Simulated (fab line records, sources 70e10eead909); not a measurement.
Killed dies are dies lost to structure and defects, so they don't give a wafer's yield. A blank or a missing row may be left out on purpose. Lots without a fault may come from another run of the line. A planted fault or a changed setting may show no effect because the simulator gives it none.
A struck lot beside a sound one | flow nand_harc | 14 steps out of a route of 1302
Sound: wafers L732.1, L732.4, L732.6. Struck: wafers L742.1, L742.3, L742.4. The cause comes at the end.
At each step with rows: each side's tool, then ch and its chambers, then its first start. Under that, the readings that differ: sound wafers | struck wafers | difference of the means | sigmas: that difference in standard deviations of wafers without a fault.
alike: readings whose means differ by less than 2 such deviations, and words and numbers that are the same on both sides. not compared: withheld readings, readings that some wafer has no value for, bounds like >300 that may hide the same value, and numbers for which the record gives no deviation and whose values overlap.
The two part at a step that has a row with sigmas, a row that says differs or no value, or rows on one side only. Numbers that don't overlap but have no deviation are shown without sigmas and don't part them. A reading that every wafer of one side lacks parts them only if that side has two wafers or more.

NHARC_A_CHANNEL_FILL_D2_ALD_16: deposits SiO2, target thk 1.5 nm, pulse time 10 s, ald cycles 15.
  sound on ald_hk-01 ch 0,1, day 16 21:23; struck on ald_hk-03 ch 1,2,3, day 21 10:16
  alike: heater_power_w, precursor_pulse_height_rel
then, 2 steps without rows for these wafers: NHARC_A_CHANNEL_FILL_D2_ANNEAL_17 (time 1800 s); NHARC_A_CHANNEL_FILL_D2_CVD_18 (deposits poly-Si, target thk 3 nm).
NHARC_A_CHANNEL_FILL_D2_ETCHBACK_19: etches the open film in HBr/Cl2, target depth 5 nm, time 1.7 s.
  sound on rie_si-02 ch 0,2, day 17 09:11; struck on rie_si-01 ch 0,2,3, day 21 21:57
  alike: bias_w, drypump_motor_current_A, oes_product_au, rf_fwd_power_W, throttle_valve_pct
  not compared: rf_hours_counter_h
then, 1 step without rows for these wafers: NHARC_A_CHANNEL_FILL_D2_ETCHBACK_20 (etches the open film in C4F8/O2/Ar, target depth 27 nm, time 13.5 s).
NHARC_A_CHANNEL_FILL_D2_STRIP_28: strips in O2, time 20 s.
  sound on rie_diel-04 ch 0,2, day 17 09:24; struck on rie_diel-08 ch 0,1,2, day 21 22:10
  alike: drypump_motor_current_A, oes_product_au, rf_vpp_V, showerhead_plenum_p_Torr, throttle_valve_pct
  not compared: rf_hours_counter_h
then, 4 steps without rows for these wafers: NHARC_A_CHANNEL_FILL_D2_PRECLEAN_21 (cleans in dHF, time 30 s); NHARC_A_CHANNEL_FILL_D2_SRD_23; NHARC_A_CHANNEL_FILL_D2_CVD_05 (deposits poly-Si, target thk 5 nm); NHARC_A_CHANNEL_FILL_D2_ANNEAL_22 (time 7200 s).
NHARC_A_CHANNEL_FILL_D2_ALD_25: deposits SiOx, target thk 60 nm, pulse time 10 s, ald cycles 600.
  sound on ald_hk-04 ch 1,2,3, day 17 22:25; struck on ald_hk-03 ch 0,1,2, day 22 10:04
  alike: heater_power_w, precursor_pulse_height_rel
NHARC_A_CHANNEL_FILL_D2_ETCHBACK_08: etches the open film in C4F8, target depth 220 nm, time 110 s.
  sound on rie_diel-04 ch 0,1,3, day 18 02:46; struck on rie_diel-04 ch 0,1,2, day 22 15:35
  reading          | sound             | struck            | difference | sigmas
  run_length_s (s) | 132.0 131.3 130.8 | 144.8 143.9 144.6 | +13.1      | +28
  alike: oes_product_au, rf_fwd_power_W, rf_vpp_V
  not compared: rf_hours_counter_h
NHARC_A_CHANNEL_FILL_D2_STRIP_29: strips in O2, time 20 s.
  sound on rie_diel-04 ch 0,2; struck on rie_diel-04 ch 0,1,3
  alike: drypump_motor_current_A, oes_product_au, rf_vpp_V, showerhead_plenum_p_Torr, throttle_valve_pct
  not compared: rf_hours_counter_h
-- the record jumps here: 10 days lie between the struck wafers' starts before and after (it left off in module A_CHANNEL_FILL_D2 and takes up again in module END, whose first step shown is number 1302 of the route) --
NHARC_END_SORT_01:
  the record has rows for the struck wafers here (prober-02 ch 0, day 32 22:36) and none for the sound ones

WHERE THEY PART
First at NHARC_A_CHANNEL_FILL_D2_ETCHBACK_08; last, within this record, at NHARC_END_SORT_01.

WHY: what the simulator had put in
Process parameter drift: rie_diel-04, from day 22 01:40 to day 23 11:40, at NHARC_A_CHANNEL_FILL_D2_ETCHBACK_08. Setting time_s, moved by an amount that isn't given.
